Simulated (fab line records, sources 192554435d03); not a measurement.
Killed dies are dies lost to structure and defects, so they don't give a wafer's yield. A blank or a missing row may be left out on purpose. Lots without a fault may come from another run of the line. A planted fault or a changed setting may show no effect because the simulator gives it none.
Problem report in the 8D (eight disciplines) form, filled by code | flow n5_finfet | the parts of the form that need people (team, actions taken, sign-off) are left out

1. THE PROBLEM
raw_defect_count at N5_BEOL_M0_SAQP_INSPECT_16 reads a mean of 1020 on 1 wafer of 1 lot; wafers without a fault read 464 with a standard deviation of 120. That is +4.6 standard deviations from the usual mean.
The step: inspects for defects (brightfield).
First seen on wafer L824.4, day 10 18:37, on defect_inspect-01. The record holds 24 wafers of 8 lots with a number at this step. Rule for "out", or "out of limits": more than 4 standard deviations from the usual mean. The other wafers with a number count as sound.

2. WHAT IT IS AND WHAT IT IS NOT
question                    | is                | is not
which readings at this step | raw_defect_count  | -
which lots                  | L824              | L815, L816, L821, L822, L827, L831, L833
which wafers of those lots  | L824.4            | L824.2, L824.6
read on which gauges        | defect_inspect-01 | defect_inspect-02
when                        | from day 10 18:37 | up to then (14 sound wafers); but 9 sound wafers of L827, L831, L833 came after

3. SUSPECTS, AND WHAT RULES EACH OUT
Counting: a tool at a process step up to the reading stays a suspect if it ran every lot that is out. Sound lots after the first of them don't rule it out here, since some wafers of a struck lot are sound.
- the gauge at N5_BEOL_M0_SAQP_INSPECT_16: ruled out. All the wafers that are out were read on defect_inspect-01, but those of them that N5_BEOL_M0_SAQP_INSPECT_42 has rows for are out there too, on other tools.
- cmp-01 at N5_MOL_CONTACT_COAG_CMP_52 (polishes, stops on SiO2, t overpolish 1.5 s, target thk 66.5 nm): kept. It ran the lot that is out, L824 (day 8 03:56); its last sound lot up to then is L821 (day 7 02:40).
- pecvd-04 at N5_BEOL_M0_SAQP_PECVD_04 (deposits a-Si from SiH4/He, target thk 60 nm, time 60.2 s): kept. It ran the lot that is out, L824 (day 10 17:40); its last sound lot up to then is L822 (day 7 16:21).
- pecvd-04 at N5_BEOL_M0_SAQP_HM_DEP_111 (deposits SiO2 from SiH4/N2O, target thk 12 nm, time 7.2 s): kept. It ran the lot that is out, L824 (day 10 17:48); its last sound lot up to then is L821 (day 7 07:11).
- Within cmp-01 at N5_MOL_CONTACT_COAG_CMP_52: the wafers that are out ran in chamber 1; their sound lot-mates ran in chambers 0, 2.
- Within pecvd-04 at N5_BEOL_M0_SAQP_PECVD_04: the wafers that are out ran in chamber 2; their sound lot-mates ran in chamber 1.
- Within pecvd-04 at N5_BEOL_M0_SAQP_HM_DEP_111: the wafers that are out ran in chamber 1; their sound lot-mates ran in chamber 0.
Left after counting: cmp-01 at N5_MOL_CONTACT_COAG_CMP_52, pecvd-04 at N5_BEOL_M0_SAQP_PECVD_04, pecvd-04 at N5_BEOL_M0_SAQP_HM_DEP_111.

4. THE CAUSE (what the simulator had put in)
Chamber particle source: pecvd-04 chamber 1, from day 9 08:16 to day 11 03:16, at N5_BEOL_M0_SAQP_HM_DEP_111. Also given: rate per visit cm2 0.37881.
Counting left 3 suspects, and this tool is among them.

5. THE CHAIN OF EFFECTS, in route order
Each row: a reading whose mean over the struck wafers that have a number lies more than 3 standard deviations from the usual. Only readings for which the record gives a usual standard deviation are gone through. hours: the time from each lot's start at the first step in this table that gives one to its start at this step, as a median over the lots. sigmas: the change in usual standard deviations.
hours | step                       | reading              | usual  | on struck wafers | change | sigmas
0     | N5_BEOL_M0_SAQP_INSPECT_16 | raw_defect_count     | 464    | 1020             | +556   | +4.6
5     | N5_BEOL_M0_SAQP_INSPECT_42 | raw_defect_count     | 276    | 709              | +433   | +5.5
8     | N5_BEOL_M0_CUTY_INSPECT_59 | raw_defect_count     | 2.1    | 231.0            | +228.9 | +99 or more
168   | N5_PASSIVATION_PROBE_49    | defect_limited_yield | 91.0 % | 82.5             | -8.5   | -5.7
168   | N5_PASSIVATION_PROBE_49    | killed_at_M0_to_M3   | 32     | 98               | +66    | +6.9
168   | N5_PASSIVATION_PROBE_49    | killed_dies          | 106    | 206              | +100   | +5.6
168   | N5_PASSIVATION_PROBE_49    | killed_on_rim        | 14     | 28               | +14    | +3.3
168   | N5_PASSIVATION_PROBE_49    | sort_bin_5_function  | 5.3 %  | 11.5             | +6.2   | +6.4
168   | N5_PASSIVATION_PROBE_49    | sort_n_pass          | 1074   | 974              | -100   | -5.6
168   | N5_PASSIVATION_PROBE_49    | sort_yield_pct       | 91.0 % | 82.5             | -8.5   | -5.7
The process steps in it:
- N5_PASSIVATION_PROBE_49
Later measuring or inspecting steps at which every struck wafer that the step has a row for has a number for every such reading, and none has moved that far: N5_BEOL_M4_RC_MEAS_101.

6. WHAT WOULD HAVE CAUGHT IT SOONER
In this record the first reading out of limits at a measuring or inspecting step was taken at day 10 18:37, 34 hours after the fault began at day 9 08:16.
Of the tool readings at N5_BEOL_M0_SAQP_HM_DEP_111 for which the record gives a usual standard deviation, none was out on any struck wafer, so an alarm limit of 4 standard deviations on them would not have fired.
All the lots that are out (1) had begun N5_BEOL_M0_SAQP_HM_DEP_111 on pecvd-04 by day 10 18:37. A hold on the tool at that time would have spared none of them.
